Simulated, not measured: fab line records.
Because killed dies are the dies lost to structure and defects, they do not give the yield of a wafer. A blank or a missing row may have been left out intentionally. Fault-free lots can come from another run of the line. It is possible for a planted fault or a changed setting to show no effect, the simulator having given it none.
Matching of chambers + flow nand-harc + rie-diel-10 running NHARC_A_M0_STRIP_18: 4 sister chambers
The step strips in N2/H2. 8 wafers are shown with their chamber, then 10 later ones without.

WAFERS, EACH WITH ITS CHAMBER
| wafer  | chamber | drypump-motor-current-A (A) | throttle-valve-pct (%) |
|--------|---------|-----------------------------|------------------------|
| L084.2 | 2       | 5.52                        | 14.176                 |
| L084.3 | 0       | 5.88                        | 14.156                 |
| L083.1 | 3       | 5.88                        | 14.170                 |
| L083.2 | 0       | 5.85                        | 14.176                 |
| L086.1 | 3       | 5.93                        | 14.152                 |
| L086.5 | 1       | 5.43                        | 14.178                 |
| L089.1 | 2       | 5.53                        | 14.173                 |
| L089.2 | 1       | 5.37                        | 14.176                 |

WAFERS MISSING THEIR CHAMBER
| wafer  | drypump-motor-current-A (A) | throttle-valve-pct (%) |
|--------|-----------------------------|------------------------|
| L089.3 | 5.84                        | 14.174                 |
| L092.1 | 5.86                        | 14.170                 |
| L092.2 | 5.38                        | 14.160                 |
| L092.4 | 5.51                        | 14.175                 |
| L093.1 | 5.87                        | 14.185                 |
| L093.3 | 5.54                        | 14.170                 |
| L093.5 | 5.39                        | 14.168                 |
| L094.1 | 5.52                        | 14.188                 |
| L094.4 | 5.88                        | 14.162                 |
| L094.5 | 5.87                        | 14.160                 |

THE CHAMBER EACH PASSED THROUGH
| wafer  | from the rows above     | in truth |
|--------|-------------------------|----------|
| L089.3 | can't be placed: 0 or 3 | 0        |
| L092.1 | can't be placed: 0 or 3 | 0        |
| L092.2 | 1                       | 1        |
| L092.4 | 2                       | 2        |
| L093.1 | can't be placed: 0 or 3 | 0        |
| L093.3 | 2                       | 2        |
| L093.5 | 1                       | 1        |
| L094.1 | 2                       | 2        |
| L094.4 | can't be placed: 0 or 3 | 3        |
| L094.5 | can't be placed: 0 or 3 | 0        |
5 of 10 placed correctly. Can't be placed from these rows: 5 (the true chamber is among the candidates in 5). 0 placed wrongly.
How it was worked out, from the rows above alone: a wafer's distance from a chamber is the root of the sum, over the readings, of the square of ((its reading less the chamber's mean) divided by the reading's scatter). If the next closest chamber is less than 2 further off than the closest, the wafer can't be placed; otherwise it belongs to the closest. A chamber's mean is the mean of its shown wafers. The scatter: the root of (the sum of the squares of (reading less its chamber's mean) over the shown wafers, divided by (wafers less chambers)).
